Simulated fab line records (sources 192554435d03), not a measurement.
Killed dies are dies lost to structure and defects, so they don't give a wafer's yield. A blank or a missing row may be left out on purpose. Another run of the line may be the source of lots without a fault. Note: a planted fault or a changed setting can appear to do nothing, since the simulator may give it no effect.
Matching of chambers | flow n5 finfet | 4 sister chambers for N5_DUMMY_GATE_ETCH_23 on rie si-02
The step etches poly-Si in HBr/Cl2/O2, target depth 41 nm, time 22.3 s. 8 wafers are shown with their chamber, then 10 later ones without.

== WAFERS PAIRED WITH THEIR CHAMBERS ==
wafer  | chamber | throttle valve pct (%) | he backside leak sccm (sccm)
L078.1 | 1       | 37.29                  | 2.90
L083.3 | 0       | 37.25                  | 2.84
L083.6 | 1       | 37.29                  | 2.92
L084.2 | 0       | 37.26                  | 2.85
L084.5 | 3       | 36.97                  | 3.31
L084.6 | 2       | 37.42                  | 2.80
L086.1 | 2       | 37.39                  | 2.61
L086.3 | 3       | 36.96                  | 3.30

== WAFERS WHOSE CHAMBER IS MISSING ==
wafer  | throttle valve pct (%) | he backside leak sccm (sccm)
L086.5 | 37.39                  | 2.74
L087.2 | 37.27                  | 2.92
L087.4 | 37.39                  | 2.75
L087.5 | 37.30                  | 2.97
L092.4 | 37.41                  | 2.50
L092.5 | 37.26                  | 2.73
L092.6 | 37.30                  | 2.98
L097.1 | 37.40                  | 2.79
L097.3 | 37.28                  | 2.70
L097.5 | 37.41                  | 2.69

== WHICH CHAMBER EACH ONE RAN IN ==
wafer  | from the rows above     | in truth
L086.5 | 2                       | 2
L087.2 | can't be placed: 0 or 1 | 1
L087.4 | 2                       | 2
L087.5 | 1                       | 1
L092.4 | 2                       | 2
L092.5 | can't be placed: 0 or 1 | 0
L092.6 | 1                       | 1
L097.1 | 2                       | 2
L097.3 | can't be placed: 0 or 1 | 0
L097.5 | 2                       | 2
Placed correctly: 7 of 10. These rows do not allow placing 3 (true chamber among the candidates in 3). Number placed wrongly: 0.
How it was worked out, from the rows above alone: a wafer's distance from a chamber is the root of the sum, over the readings, of the square of ((its reading less the chamber's mean) divided by the reading's scatter). The wafer belongs to the nearest chamber; if the next one is less than 2 further off, it can't be placed. Each chamber's mean is taken over the wafers shown for it. The scatter is the square root of a quotient: the sum, over the shown wafers, of each reading's squared deviation from its chamber's mean, divided by wafers minus chambers.
